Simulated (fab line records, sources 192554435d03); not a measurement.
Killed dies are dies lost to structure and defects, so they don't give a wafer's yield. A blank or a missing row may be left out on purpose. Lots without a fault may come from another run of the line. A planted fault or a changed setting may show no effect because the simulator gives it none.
fab line records | flow n5_finfet
record lots=24 wafers=72 last_day=18
route steps=1938 shown MOL_CONTACT_COAG@580 BEOL_M0_SAQP@663 BEOL_M0@734
lots that met no fault: from a run of the same line without faults
start_h: hours from the record's first day to the start of the lot's first wafer shown | wait_h: hours since the lot's step before | " the same as in the row above | L1.1+2: a row that stands for several wafers | - no value, or no start given | * or withheld: withheld | < > ~ a bound
route shown NAME@n: a module of which the file shows steps, and the number in the route of the first | usual: mean/standard deviation of fault-free wafers | same: alike in all rows | chamber/n: place in a boat | sites: the reading at each site | _std_site: their standard deviation | _edge_site: outer sites' mean less inner sites' | radius_mm: how far each site lies from the wafer's centre | mask NAME#n: copy n | behind: the tool/chamber that last shaped the wafer | hold: why the lot was held/for how many hours/how that ended | device: the transistor (n, p or np) that didn't switch | end of line: the same wafers' tests at the end of the route | a step without rows: its recipe alone | killed: dies lost to structure and defects at the first sort, not the wafer's yield | map: a wafer's dies, x killed, . not, _ none there
set.NAME: the setting as run; set.NAME@STEP: as run at that earlier step | model.NAME: the simulator's own value behind a step, which no gauge read
steps of the route over a sample of lots; a table a step, a row a wafer
services: from which hour (start_h, from the record's first day; less than 0 if before it) a tool's chamber was out of use, for how many hours, and why
## steps
# step N5_MOL_CONTACT_COAG_ETCHBACK_132
# recipe chemistry=CHF3 target=SiO2 target_depth_a=100 time_s=6.7 ion_energy_ev=200 pressure_mtorr=30 source_w=610 bias_w=170 Ar_flow_sccm=200 CHF3_flow_sccm=50
# usual drypump_motor_current_A=6.0/0.4 oes_ar_750_au=0.79/0.099 oes_product_au=0.79/0.1 rf_vpp_V=525/6.8 showerhead_plenum_p_Torr=2.38/0.061 throttle_valve_pct=18.79/0.28
# columns lot.wafer tool chamber start_h wait_h drypump_motor_current_A oes_ar_750_au oes_product_au rf_hours_counter_h rf_vpp_V showerhead_plenum_p_Torr throttle_valve_pct
L074.1 rie_diel-03 2 101.34 0.1 5.5 0.71 0.71 198 534 2.46 19.21
L074.4 " 0 " " 5.7 0.89 0.89 36 519 2.42 18.87
L074.5 " 1 " " 6.5 0.68 0.67 - 528 2.34 19.22
L075.2 rie_diel-03 1 104.00 0.1 6.5 0.68 0.66 243 527 2.34 19.23
L075.3 " 3 " " 6.3 0.83 0.83 79 530 2.41 18.58
L075.6 " 2 " " 5.5 0.72 0.71 - 537 2.46 19.23
L076.2 rie_diel-04 2 111.73 0.1 5.4 0.70 0.68 238 516 2.35 18.72
L076.4 " 1 " " 6.0 0.72 0.73 158 521 2.37 18.66
L076.6 " 0 " " 5.4 0.69 0.70 - 531 2.45 18.75
L077.2 rie_diel-05 2 118.86 0.1 6.3 0.84 0.84 58 514 2.32 18.44
L077.3 " 0 " " 6.1 0.85 0.87 51 526 2.33 18.39
L077.5 " 0 " " 6.1 0.86 0.87 - 529 2.33 18.39
L078.2 rie_diel-04 0 121.72 0.1 5.4 0.69 0.68 230 533 2.45 18.75
L078.3 " 1 " " 6.0 0.72 0.72 161 519 2.37 18.67
L078.4 " 3 " " 6.4 0.69 0.68 234 517 2.26 19.14
L080.2 rie_diel-03 3 131.14 0.1 6.3 0.82 0.82 88 529 2.41 18.57
L080.3 " 2 " " 5.5 0.71 0.70 209 535 2.45 19.22
L080.4 " 2 " " 5.5 0.70 0.69 - 535 2.45 19.24
L079.1 rie_diel-03 3 132.89 0.2 6.3 0.82 0.82 89 530 2.41 18.59
L079.2 " 2 " " 5.5 0.71 0.70 210 535 2.45 19.23
L079.5 " 0 " " 5.7 0.87 0.87 - 520 2.41 18.88
L081.3 rie_diel-04 0 143.55 0.3 5.4 0.68 0.67 241 532 2.44 18.76
L081.4 " 2 " " 5.4 0.69 0.67 - 516 2.34 18.74
L081.6 " 0 " " 5.4 0.68 0.67 - 532 2.44 18.76
L082.1 rie_diel-03 2 152.68 0.3 5.5 0.69 0.69 218 535 2.45 19.24
L082.5 " 0 " " 5.8 0.86 0.87 - 520 2.41 18.89
L082.6 " 1 " " 6.5 0.95 0.96 - 527 2.34 18.84
L083.2 rie_diel-03 3 153.79 0.1 6.3 0.81 0.82 98 529 2.40 18.61
L083.4 " 0 " " 5.7 0.86 0.86 57 520 2.41 18.89
L083.5 " 3 " " 6.3 0.81 0.81 - 530 2.40 18.59
L084.1 rie_diel-05 2 159.17 0.1 6.3 0.82 0.82 72 516 2.32 18.46
L084.5 " 1 " " 6.2 0.68 0.69 - 528 2.35 19.12
L084.6 " 2 " " 6.3 0.82 0.83 - 517 2.32 18.46
L085.2 rie_diel-04 3 167.90 0.1 6.3 0.68 0.67 245 516 2.25 19.15
L085.3 " 1 " " 6.0 0.70 0.70 185 519 2.36 18.69
L085.4 " 3 " " 6.3 0.68 0.67 - 517 2.25 19.16
L086.1 rie_diel-05 2 175.21 0.1 6.3 0.82 0.81 77 514 2.32 18.48
L086.5 " 1 " " 6.3 0.69 0.68 - 528 2.34 19.12
L086.6 " 2 " " 6.3 0.82 0.81 - 516 2.32 18.48
L087.2 rie_diel-03 2 175.87 0.1 5.5 0.70 0.69 226 535 2.44 19.23
L087.4 " 1 " " 6.5 0.92 0.93 9 527 2.34 18.84
L087.6 " 3 " " 6.3 0.80 0.81 - 530 2.40 18.60
L088.1 rie_diel-04 2 187.03 0.3 5.3 0.96 0.96 7 513 2.34 18.35
L088.3 " 1 " " 6.0 0.70 0.71 194 521 2.36 18.71
L088.5 " 3 " " 6.3 0.67 0.67 - 517 2.25 19.18
L089.1 rie_diel-03 0 188.26 0.1 5.7 0.85 0.84 68 520 2.41 18.92
L089.2 " 2 " " 5.5 0.69 0.69 231 536 2.44 19.25
L089.3 " 3 " " 6.4 0.79 0.80 110 531 2.40 18.62
L090.2 rie_diel-05 2 194.39 0.2 6.3 0.80 0.80 87 514 2.31 18.50
L090.3 " 3 " " 6.2 0.71 0.70 - 535 2.45 19.14
L090.4 " 2 " " 6.3 0.81 0.80 - 515 2.31 18.51
L091.2 rie_diel-03 1 206.21 0.5 6.5 0.90 0.89 20 528 2.33 18.86
L091.3 " 2 " " 5.5 0.68 0.68 237 534 2.44 19.27
L091.5 " 3 " " 6.3 0.79 0.79 - 530 2.40 18.62
L092.2 rie_diel-04 3 206.37 0.6 6.3 0.98 0.97 2 524 2.54 18.75
L092.4 " 2 " " 5.4 0.93 0.94 14 516 2.34 18.37
L092.6 " 2 " " 5.4 0.94 0.93 - 515 2.34 18.36
L093.1 rie_diel-04 0 210.18 0.1 5.4 0.96 0.97 9 531 2.44 18.40
L093.2 " 2 " " 5.3 0.93 0.93 16 514 2.34 18.36
L093.5 " 0 " " 5.4 0.95 0.97 - 530 2.44 18.40
L094.2 rie_diel-04 3 217.37 0.1 6.4 0.95 0.96 5 525 2.54 18.74
L094.3 " 0 " " 5.4 0.95 0.96 11 531 2.44 18.39
L094.4 " 1 " " 6.0 0.69 0.69 205 520 2.36 18.73
L095.1 rie_diel-04 2 221.80 0.4 5.4 0.92 0.94 19 516 2.34 18.36
L095.3 " 0 " " 5.4 0.94 0.96 12 531 2.44 18.40
L095.5 " 2 " " 5.4 0.93 0.92 - 515 2.34 18.37
L096.1 rie_diel-05 3 232.24 0.2 6.2 0.70 0.70 227 534 2.45 19.14
L096.3 " 2 " " 6.3 0.79 0.79 102 515 2.31 18.52
L096.5 " 2 " " 6.3 0.79 0.78 - 515 2.31 18.52
L097.2 rie_diel-04 2 236.50 0.1 5.4 0.91 0.91 24 517 2.33 18.38
L097.3 " 0 " " 5.4 0.93 0.94 18 531 2.43 18.39
L097.5 " 1 " " 6.0 0.68 0.69 - 522 2.35 18.75
# step N5_MOL_CONTACT_COAG_ETCH_91
# recipe chemistry=N2/H2 target=SOC target_depth_a=600 overetch_a=210 mask_material=SiARC temp_c=40 time_s=101.2 ion_energy_ev=200 pressure_mtorr=30 source_w=840 bias_w=150 n2_flow_sccm=200 h2_flow_sccm=200
# usual drypump_motor_current_A=6.0/0.4 oes_product_au=0.66/0.082 rf_vpp_V=524.0/2.1 showerhead_plenum_p_Torr=2.55/0.069 throttle_valve_pct=17.90/0.29
# columns lot.wafer tool chamber start_h wait_h drypump_motor_current_A oes_product_au rf_hours_counter_h rf_vpp_V showerhead_plenum_p_Torr throttle_valve_pct
L074.1 rie_diel-03 2 101.37 0.0 5.5 0.60 198 526.6 2.63 18.33
L074.4 " 0 " " 5.8 0.75 36 524.4 2.59 18.01
L074.5 " 1 " " 6.5 0.57 - 522.1 2.51 18.34
L075.2 rie_diel-03 1 104.04 0.0 6.5 0.57 243 523.6 2.51 18.33
L075.3 " 3 " " 6.3 0.70 79 524.1 2.57 17.63
L075.6 " 2 " " 5.5 0.60 - 526.9 2.63 18.32
L076.2 rie_diel-04 2 111.76 0.0 5.4 0.58 238 521.5 2.50 17.74
L076.4 " 1 " " 6.0 0.60 158 524.8 2.55 17.83
L076.6 " 0 " " 5.4 0.58 - 526.2 2.63 17.89
L077.2 rie_diel-05 2 118.89 0.0 6.3 0.70 58 522.3 2.48 17.56
L077.3 " 0 " " 6.1 0.73 51 521.3 2.48 17.61
L077.5 " 0 " " 6.1 0.72 - 523.2 2.48 17.63
L078.2 rie_diel-04 0 121.76 0.0 5.4 0.58 230 524.1 2.62 17.91
L078.3 " 1 " " 6.0 0.60 162 523.0 2.55 17.83
L078.4 " 3 " " 6.4 0.58 234 520.2 2.40 18.20
L080.2 rie_diel-03 3 131.18 0.0 6.3 0.69 88 523.9 2.57 17.65
L080.3 " 2 " " 5.5 0.59 209 526.3 2.62 18.36
L080.4 " 2 " " 5.4 0.59 - 525.2 2.62 18.34
L079.1 rie_diel-03 3 132.92 0.0 6.3 0.69 89 524.1 2.57 17.66
L079.2 " 2 " " 5.5 0.59 210 525.7 2.62 18.36
L079.5 " 0 " " 5.7 0.73 - 525.9 2.59 18.02
L081.3 rie_diel-04 0 143.58 0.0 5.4 0.57 241 524.7 2.62 17.92
L081.4 " 2 " " 5.3 0.58 - 520.7 2.49 17.78
L081.6 " 0 " " 5.4 0.57 - 526.1 2.62 17.92
L082.1 rie_diel-03 2 152.71 0.0 5.4 0.58 218 526.7 2.62 18.39
L082.5 " 0 " " 5.7 0.71 - 523.6 2.58 18.07
L082.6 " 1 " " 6.5 0.80 - 521.4 2.51 17.93
L083.2 rie_diel-03 3 153.83 0.0 6.4 0.68 98 524.6 2.57 17.66
L083.4 " 0 " " 5.7 0.72 57 526.8 2.58 18.04
L083.5 " 3 " " 6.4 0.68 - 522.4 2.57 17.67
L084.1 rie_diel-05 2 159.20 0.0 6.3 0.69 72 521.5 2.47 17.59
L084.5 " 1 " " 6.2 0.58 - 524.9 2.50 18.18
L084.6 " 2 " " 6.3 0.69 - 522.2 2.47 17.59
L085.2 rie_diel-04 3 167.94 0.0 6.4 0.57 245 519.2 2.40 18.21
L085.3 " 1 " " 6.1 0.59 185 523.0 2.54 17.86
L085.4 " 3 " " 6.3 0.56 - 519.9 2.40 18.23
L086.1 rie_diel-05 2 175.25 0.0 6.3 0.68 77 522.2 2.47 17.59
L086.5 " 1 " " 6.2 0.57 - 523.1 2.50 18.18
L086.6 " 2 " " 6.3 0.68 - 521.0 2.47 17.60
L087.2 rie_diel-03 2 175.91 0.0 5.5 0.58 226 526.6 2.62 18.38
L087.4 " 1 " " 6.5 0.77 9 523.1 2.50 17.94
L087.6 " 3 " " 6.4 0.68 - 524.1 2.56 17.70
L088.1 rie_diel-04 2 187.06 0.0 5.3 0.80 7 523.0 2.49 17.35
L088.3 " 1 " " 6.0 0.58 194 523.3 2.53 17.90
L088.5 " 3 " " 6.3 0.57 - 519.5 2.39 18.24
L089.1 rie_diel-03 0 188.30 0.0 5.7 0.71 68 524.5 2.58 18.08
L089.2 " 2 " " 5.5 0.58 231 526.5 2.61 18.41
L089.3 " 3 " " 6.3 0.67 110 525.3 2.56 17.70
L090.2 rie_diel-05 2 194.44 0.0 6.4 0.67 87 523.1 2.47 17.61
L090.3 " 3 " " 6.2 0.59 - 527.2 2.62 18.29
L090.4 " 2 " " 6.3 0.68 - 521.6 2.47 17.61
L091.2 rie_diel-03 1 206.24 0.0 6.5 0.76 20 521.3 2.50 17.97
L091.3 " 2 " " 5.5 0.58 237 526.0 2.61 18.41
L091.5 " 3 " " 6.4 0.67 - 523.4 2.56 17.70
L092.2 rie_diel-04 3 206.41 0.0 6.3 0.81 2 529.4 2.71 17.80
L092.4 " 2 " " 5.4 0.78 14 522.6 2.48 17.36
L092.6 " 2 " " 5.4 0.78 - 521.5 2.48 17.37
L093.1 rie_diel-04 0 210.21 0.0 5.4 0.80 9 524.4 2.61 17.53
L093.2 " 2 " " 5.3 0.78 16 521.9 2.48 17.39
L093.5 " 0 " " 5.4 0.80 - 526.5 2.61 17.53
L094.2 rie_diel-04 3 217.41 0.0 6.3 0.79 5 528.4 2.71 17.79
L094.3 " 0 " " 5.4 0.80 11 525.1 2.61 17.53
L094.4 " 1 " " 6.1 0.58 205 522.5 2.53 17.92
L095.1 rie_diel-04 2 221.83 0.0 5.4 0.77 19 521.7 2.48 17.36
L095.3 " 0 " " 5.4 0.79 12 526.6 2.61 17.53
L095.5 " 2 " " 5.4 0.76 - 519.9 2.48 17.37
L096.1 rie_diel-05 3 232.27 0.0 6.2 0.59 227 524.9 2.62 18.30
L096.3 " 2 " " 6.3 0.65 102 522.1 2.46 17.63
L096.5 " 2 " " 6.3 0.66 - 521.8 2.46 17.62
L097.2 rie_diel-04 2 236.53 0.0 5.3 0.76 24 523.1 2.48 17.38
L097.3 " 0 " " 5.4 0.78 18 526.1 2.61 17.54
L097.5 " 1 " " 6.0 0.58 - 523.4 2.53 17.94
# step N5_BEOL_M0_SAQP_SPACER1_ALD_98
# recipe material=SiO2 target_thk_a=128 temp_c=300 ald_precursor_family=BDEAS ald_co_reactant=O2-plasma pulse_time_s=1 purge_time_s=2 co_reactant_purge_time_s=2 ald_cycles=138 pressure_torr=2
# usual heater_power_w=492/45 precursor_pulse_height_rel=1.000/0.018
# columns lot.wafer tool chamber start_h wait_h heater_power_w precursor_pulse_height_rel
L074.1 ald_sin-02 3 109.96 0.3 572 0.965
L074.4 " 2 " " 468 0.991
L074.5 " 3 " " 563 1.019
L075.2 ald_sin-01 0 115.77 0.9 475 1.038
L075.3 " 2 " " 501 0.986
L075.6 " 0 " " 476 1.007
L076.2 ald_sin-03 0 120.44 0.6 458 1.024
L076.4 " 1 " " 570 1.003
L076.6 " 2 " " 472 0.976
L077.2 ald_sin-02 0 128.55 0.4 460 0.974
L077.3 " 1 " " 433 1.001
L077.5 " 3 " " 547 1.006
L078.2 ald_sin-03 0 130.81 0.6 466 1.007
L078.3 " 3 " " 508 0.971
L078.4 " 1 " " 566 1.000
L080.2 ald_sin-03 3 140.59 0.3 520 0.974
L080.3 " 1 " " 561 0.987
L080.4 " 0 " " 468 1.010
L079.1 ald_sin-02 3 146.71 0.8 577 0.996
L079.2 " 0 " " 467 0.982
L079.5 " 3 " " 552 1.005
L081.3 ald_sin-02 2 152.94 0.5 468 1.005
L081.4 " 3 " " 569 1.013
L081.6 " 1 " " 439 0.990
L082.1 ald_sin-03 2 162.61 0.4 465 0.959
L082.5 " 1 " " 556 0.994
L082.6 " 0 " " 478 0.991
L083.2 ald_sin-03 0 165.24 0.3 472 1.002
L083.4 " 2 " " 470 1.003
L083.5 " 3 " " 519 1.012
L084.1 ald_sin-03 2 169.09 0.3 489 1.036
L084.5 " 1 " " 585 0.999
L084.6 " 2 " " 469 1.005
L085.2 ald_sin-02 2 180.80 0.9 485 1.011
L085.3 " 0 " " 456 1.020
L085.4 " 3 " " 564 0.987
L086.1 ald_sin-02 1 183.83 0.3 440 0.996
L086.5 " 2 " " 477 1.003
L086.6 " 3 " " 570 0.992
L087.2 ald_sin-02 2 187.12 0.3 484 1.012
L087.4 " 3 " " 558 1.012
L087.6 " 1 " " 433 0.990
L088.1 ald_sin-02 0 198.58 0.3 459 0.980
L088.3 " 3 " " 549 1.000
L088.5 " 3 " " 558 0.982
L089.1 ald_sin-02 1 199.63 0.3 442 0.982
L089.2 " 0 " " 470 0.978
L089.3 " 2 " " 470 0.985
L090.2 ald_sin-01 2 203.85 0.3 494 0.990
L090.3 " 0 " " 467 1.000
L090.4 " 3 " " 514 1.019
L091.2 ald_sin-01 1 215.72 0.5 434 1.013
L091.3 " 2 " " 493 1.022
L091.5 " 1 " " 442 0.982
L092.2 ald_sin-02 3 220.06 1.7 555 1.012
L092.4 " 0 " " 466 1.018
L092.6 " 1 " " 434 0.975
L093.1 ald_sin-03 1 220.53 0.3 580 0.972
L093.2 " 0 " " 463 0.970
L093.5 " 3 " " 496 1.012
L094.2 ald_sin-01 3 226.72 0.3 529 0.999
L094.3 " 2 " " 500 0.973
L094.4 " 1 " " 441 0.966
L095.1 ald_sin-02 1 230.19 0.3 429 1.020
L095.3 " 3 " " 571 1.006
L095.5 " 1 " " 430 0.977
L096.1 ald_sin-03 3 242.65 0.4 509 0.979
L096.3 " 1 " " 568 0.994
L096.5 " 2 " " 475 1.002
L097.2 ald_sin-02 0 246.30 0.3 463 1.030
L097.3 " 3 " " 567 1.035
L097.5 " 1 " " 433 1.022
# step N5_BEOL_M0_SAQP_STRIP_75
# recipe chemistry=CF4 resist=SiARC power_w=300 bias_power_w=75 pressure_mtorr=50 cf4_flow_sccm=150 rf_frequency_hz=6e+07
# usual drypump_motor_current_A=5.5/0.5 oes_product_au=0.174/0.011 rf_vpp_V=270.5/1.7 showerhead_plenum_p_Torr=1.77/0.063 throttle_valve_pct=13.57/0.18
# columns lot.wafer tool chamber start_h wait_h drypump_motor_current_A oes_product_au rf_hours_counter_h rf_vpp_V showerhead_plenum_p_Torr throttle_valve_pct
L074.1 rie_diel-06 0 113.95 0.1 5.5 0.172 139 272.0 1.80 13.81
L074.4 " 2 " " 5.0 0.181 132 270.1 1.74 13.56
L074.5 " 1 " " 4.9 0.180 - 269.3 1.74 13.58
L075.2 rie_diel-06 3 119.98 0.1 5.6 0.159 210 268.0 1.70 13.54
L075.3 " 0 " " 5.5 0.179 141 271.0 1.80 13.83
L075.6 " 3 " " 5.6 0.154 - 270.3 1.70 13.57
L076.2 rie_diel-01 1 125.03 0.1 4.7 0.169 172 272.1 1.86 13.79
L076.4 " 2 " " 6.3 0.172 140 272.6 1.79 13.45
L076.6 " 0 " " 5.4 0.188 - 267.9 1.68 13.33
L077.2 rie_diel-02 0 133.03 0.1 5.2 0.200 33 272.4 1.90 13.18
L077.3 " 1 " " 6.3 0.185 137 268.8 1.72 13.37
L077.5 " 2 " " 5.1 0.176 - 269.0 1.73 13.53
L078.2 rie_diel-02 1 134.98 0.1 6.3 0.185 137 270.0 1.72 13.38
L078.3 " 2 " " 5.1 0.172 146 267.4 1.73 13.54
L078.4 " 0 " " 5.2 0.217 33 275.8 1.90 13.20
L080.2 rie_diel-06 2 144.62 0.1 5.0 0.173 142 269.9 1.73 13.59
L080.3 " 3 " " 5.6 0.158 218 269.3 1.70 13.55
L080.4 " 1 " " 5.0 0.185 133 269.6 1.74 13.61
L079.1 rie_diel-01 0 150.90 0.1 5.4 0.191 100 269.4 1.67 13.35
L079.2 " 2 " " 6.3 0.170 148 269.7 1.79 13.46
L079.5 " 3 " " 5.8 0.159 - 270.6 1.78 13.72
L081.3 rie_diel-02 1 156.99 0.1 6.3 0.182 143 269.6 1.72 13.38
L081.4 " 2 " " 5.1 0.179 153 270.6 1.73 13.55
L081.6 " 0 " " 5.3 0.203 - 273.8 1.90 13.20
L082.1 rie_diel-01 3 166.38 0.1 5.8 0.162 231 270.1 1.78 13.75
L082.5 " 1 " " 4.7 0.168 - 273.2 1.85 13.82
L082.6 " 2 " " 6.3 0.169 - 271.7 1.79 13.47
L083.2 rie_diel-01 3 169.42 0.1 5.7 0.166 232 271.5 1.78 13.76
L083.4 " 1 " " 4.7 0.167 187 272.5 1.85 13.83
L083.5 " 1 " " 4.6 0.164 - 272.8 1.85 13.81
L084.1 rie_diel-02 3 173.55 0.1 5.9 0.180 137 269.5 1.81 13.58
L084.5 " 1 " " 6.2 0.176 - 270.2 1.72 13.40
L084.6 " 2 " " 5.1 0.174 - 269.8 1.73 13.55
L085.2 rie_diel-02 3 185.31 0.1 5.8 0.180 140 271.2 1.81 13.57
L085.3 " 0 " " 5.2 0.197 48 273.8 1.89 13.20
L085.4 " 1 " " 6.3 0.182 151 269.3 1.72 13.42
L086.1 rie_diel-02 0 188.27 0.1 5.2 0.199 49 272.6 1.89 13.22
L086.5 " 3 " " 5.9 0.177 - 270.8 1.81 13.58
L086.6 " 2 " " 5.0 0.171 - 270.3 1.73 13.60
L087.2 rie_diel-06 1 192.36 0.1 4.9 0.178 148 270.3 1.73 13.65
L087.4 " 2 " " 5.0 0.171 158 269.1 1.73 13.61
L087.6 " 0 " " 5.5 0.164 - 269.6 1.79 13.88
L088.1 rie_diel-01 3 202.65 0.1 5.8 0.164 241 269.6 1.78 13.76
L088.3 " 1 " " 4.7 0.158 197 271.8 1.85 13.84
L088.5 " 2 " " 6.3 0.173 - 271.2 1.79 13.49
L089.1 rie_diel-02 1 203.58 0.1 6.3 0.177 156 268.3 1.72 13.40
L089.2 " 0 " " 5.2 0.194 53 273.2 1.89 13.21
L089.3 " 2 " " 5.1 0.174 166 270.4 1.73 13.58
L090.2 rie_diel-06 1 207.83 0.1 4.9 0.179 152 271.6 1.73 13.65
L090.3 " 2 " " 5.0 0.171 163 268.9 1.73 13.62
L090.4 " 0 " " 5.5 0.172 166 271.8 1.79 13.89
L091.2 rie_diel-01 2 220.65 0.1 6.3 0.168 170 270.6 1.78 13.51
L091.3 " 3 " " 5.8 0.159 247 269.9 1.78 13.78
L091.5 " 0 " " 5.4 0.185 - 267.2 1.67 13.39
L092.2 rie_diel-02 3 223.96 0.1 5.9 0.175 153 271.0 1.80 13.61
L092.4 " 2 " " 5.1 0.168 172 270.3 1.72 13.60
L092.6 " 3 " " 5.9 0.177 - 271.2 1.80 13.59
L093.1 rie_diel-06 1 224.53 0.1 4.9 0.170 157 268.9 1.73 13.68
L093.2 " 2 " " 5.0 0.169 168 267.9 1.73 13.64
L093.5 " 2 " " 5.0 0.172 - 269.2 1.73 13.65
L094.2 rie_diel-02 0 230.99 0.1 5.2 0.198 62 275.4 1.89 13.25
L094.3 " 2 " " 5.1 0.168 175 270.6 1.72 13.59
L094.4 " 1 " " 6.3 0.175 164 270.0 1.71 13.43
L095.1 rie_diel-01 0 234.25 0.1 5.4 0.177 125 268.5 1.67 13.41
L095.3 " 1 " " 4.7 0.160 207 271.7 1.85 13.87
L095.5 " 3 " " 5.7 0.164 - 270.3 1.78 13.79
L096.1 rie_diel-06 2 246.67 0.1 5.0 0.170 175 269.7 1.72 13.66
L096.3 " 1 " " 5.0 0.169 164 270.5 1.73 13.69
L096.5 " 2 " " 5.0 0.165 - 269.9 1.72 13.66
L097.2 rie_diel-01 0 250.19 0.1 5.4 0.171 132 268.4 1.67 13.41
L097.3 " 2 " " 6.3 0.164 180 271.9 1.78 13.55
L097.5 " 0 " " 5.4 0.181 - 267.3 1.67 13.43
# step N5_BEOL_M0_SPUTTER_116
# recipe material=Cu target_thk_a=40 temp_c=-20 chamber_pressure_pa=0.07 power_w=withheld time_s=7.37
# usual throttle_valve_pct=29.6/1.2
# columns lot.wafer tool chamber start_h wait_h throttle_valve_pct
L074.1 pvd_sputter-02 - 119.69 0.2 29.6
L074.4 " - " " 27.4
L074.5 " - " " 27.2
L075.2 pvd_sputter-03 - 123.68 0.1 28.8
L075.3 " - " " 31.2
L075.6 " - " " 29.4
L076.2 pvd_sputter-01 - 128.44 0.1 29.1
L076.4 " - " " 29.6
L076.6 " - " " 27.6
L077.2 pvd_sputter-03 - 136.58 0.1 29.1
L077.3 " - " " 30.4
L077.5 " - " " 30.3
L078.2 pvd_sputter-03 - 139.06 0.1 30.7
L078.3 " - " " 29.4
L078.4 " - " " 28.6
L080.2 pvd_sputter-03 - 150.99 0.1 29.4
L080.3 " - " " 28.5
L080.4 " - " " 30.6
L079.1 pvd_sputter-01 - 155.34 0.1 29.7
L079.2 " - " " 27.4
L079.5 " - " " 31.0
L081.3 pvd_sputter-01 - 161.22 0.1 29.3
L081.4 " - " " 27.7
L081.6 " - " " 29.2
L082.1 pvd_sputter-01 - 171.12 0.1 29.6
L082.5 " - " " 29.6
L082.6 " - " " 29.2
L083.2 pvd_sputter-02 - 172.84 0.1 29.6
L083.4 " - " " 30.1
L083.5 " - " " 31.0
L084.1 pvd_sputter-02 - 181.37 0.5 31.3
L084.5 " - " " 29.7
L084.6 " - " " 27.4
L085.2 pvd_sputter-01 - 188.50 0.1 30.8
L085.3 " - " " 29.8
L085.4 " - " " 27.6
L086.1 pvd_sputter-03 - 192.89 1.5 30.6
L086.5 " - " " 31.0
L086.6 " - " " 31.1
L087.2 pvd_sputter-03 - 198.73 0.1 29.0
L087.4 " - " " 30.2
L087.6 " - " " 29.1
L089.1 pvd_sputter-01 - 208.07 0.2 29.4
L089.2 " - " " 30.8
L089.3 " - " " 29.6
L088.1 pvd_sputter-01 - 208.61 0.6 29.5
L088.3 " - " " 27.9
L088.5 " - " " 31.0
L090.2 pvd_sputter-01 - 212.90 0.1 29.8
L090.3 " - " " 31.0
L090.4 " - " " 29.0
L091.2 pvd_sputter-02 - 227.00 0.2 30.0
L091.3 " - " " 29.9
L091.5 " - " " 30.8
L092.2 pvd_sputter-01 - 229.60 0.1 29.2
L092.4 " - " " 30.9
L092.6 " - " " 27.8
L093.1 pvd_sputter-03 - 231.35 1.5 31.0
L093.2 " - " " 28.8
L093.5 " - " " 30.7
L094.2 pvd_sputter-02 - 235.11 0.1 30.9
L094.3 " - " " 30.0
L094.4 " - " " 29.8
L095.1 pvd_sputter-01 - 240.68 0.1 27.6
L095.3 " - " " 29.8
L095.5 " - " " 29.8
L096.1 pvd_sputter-02 - 253.91 0.1 29.6
L096.3 " - " " 31.2
L096.5 " - " " 29.8
L097.2 pvd_sputter-01 - 255.56 0.2 30.6
L097.3 " - " " 29.3
L097.5 " - " " 29.3
# step N5_BEOL_M0_ANNEAL_119
# recipe temp_c=225 time_s=90 ambient=N2
# usual wafer_temp_C_max=225.73/0.24
# columns lot.wafer tool chamber start_h wait_h wafer_temp_C_max
L074.1 rtp_anneal-02 0 120.24 0.1 226.31
L074.4 " 0 " " 226.33
L074.5 " 0 " " 225.76
L075.2 rtp_anneal-01 0 124.34 0.2 225.72
L075.3 " 0 " " 225.49
L075.6 " 0 " " 225.80
L076.2 rtp_anneal-01 0 129.46 0.5 225.68
L076.4 " 0 " " 225.51
L076.6 " 0 " " 225.68
L077.2 rtp_anneal-01 0 137.63 0.6 225.76
L077.3 " 0 " " 225.62
L077.5 " 0 " " 225.81
L078.2 rtp_anneal-02 0 139.66 0.1 226.12
L078.3 " 0 " " 225.72
L078.4 " 0 " " 225.72
L080.2 rtp_anneal-01 0 151.59 0.1 226.02
L080.3 " 0 " " 225.83
L080.4 " 0 " " 225.93
L079.1 rtp_anneal-02 0 155.90 0.1 226.06
L079.2 " 0 " " 225.66
L079.5 " 0 " " 225.98
L081.3 rtp_anneal-01 0 162.75 1.0 225.56
L081.4 " 0 " " 225.32
L081.6 " 0 " " 225.62
L082.1 rtp_anneal-02 0 171.72 0.1 225.64
L082.5 " 0 " " 226.09
L082.6 " 0 " " 225.82
L083.2 rtp_anneal-02 0 173.44 0.1 225.81
L083.4 " 0 " " 226.03
L083.5 " 0 " " 226.08
L084.1 rtp_anneal-01 0 182.07 0.2 225.59
L084.5 " 0 " " 225.51
L084.6 " 0 " " 225.66
L085.2 rtp_anneal-01 0 189.10 0.1 225.53
L085.3 " 0 " " 225.57
L085.4 " 0 " " 225.48
L086.1 rtp_anneal-02 0 193.44 0.1 225.86
L086.5 " 0 " " 225.66
L086.6 " 0 " " 225.56
L087.2 rtp_anneal-01 0 199.52 0.3 225.72
L087.4 " 0 " " 225.72
L087.6 " 0 " " 225.59
L089.1 rtp_anneal-02 0 208.62 0.1 225.74
L089.2 " 0 " " 225.72
L089.3 " 0 " " 225.87
L088.1 rtp_anneal-01 0 209.16 0.1 225.54
L088.3 " 0 " " 225.21
L088.5 " 0 " " 225.53
L090.2 rtp_anneal-02 0 213.50 0.1 225.98
L090.3 " 0 " " 225.98
L090.4 " 0 " " 225.93
L091.2 rtp_anneal-02 0 227.60 0.1 225.55
L091.3 " 0 " " 225.51
L091.5 " 0 " " 225.98
L092.2 rtp_anneal-01 0 230.55 0.5 225.70
L092.4 " 0 " " 225.63
L092.6 " 0 " " 225.54
L093.1 rtp_anneal-01 0 231.90 0.1 226.06
L093.2 " 0 " " 225.56
L093.5 " 0 " " 225.65
L094.2 rtp_anneal-01 0 235.71 0.1 225.50
L094.3 " 0 " " 225.73
L094.4 " 0 " " 225.80
L095.1 rtp_anneal-01 0 241.24 0.1 225.52
L095.3 " 0 " " 225.77
L095.5 " 0 " " 226.16
L096.1 rtp_anneal-01 0 254.47 0.1 225.44
L096.3 " 0 " " 225.39
L096.5 " 0 " " 225.37
L097.2 rtp_anneal-01 0 256.17 0.1 225.54
L097.3 " 0 " " 225.42
L097.5 " 0 " " 225.72
## services
# columns tool chamber start_h hours kind
ald_sin-03 - 86.27 14.0 pm
rie_diel-01 - 89.90 2.8 pm
ald_sin-01 - 91.38 0.8 pm
rie_diel-04 - 94.95 0.9 repair
rie_diel-02 0 100.79 3.5 repair
pvd_sputter-03 - 102.19 3.2 repair
rie_diel-02 0 104.59 9.6 repair
rie_diel-02 3 125.78 8.9 repair
ald_sin-03 - 126.31 2.5 repair
ald_sin-01 3 144.39 2.6 repair
rie_diel-04 2 149.43 - clean
rie_diel-04 2 149.43 - consumable_replace:focus_ring
rie_diel-04 0 154.52 2.4 repair
rie_diel-04 0 161.59 5.3 repair
rie_diel-06 0 161.86 8.2 repair
rie_diel-03 1 165.50 5.0 repair
ald_sin-01 - 177.73 14.0 pm
rie_diel-05 3 202.56 13.1 repair
ald_sin-03 2 216.08 16.4 repair
ald_sin-02 2 226.08 7.9 repair
rie_diel-01 2 235.65 2.4 repair
rie_diel-01 3 236.99 5.4 repair
ald_sin-01 2 243.11 20.8 repair
ald_sin-02 1 253.46 5.0 repair
## key
fault none
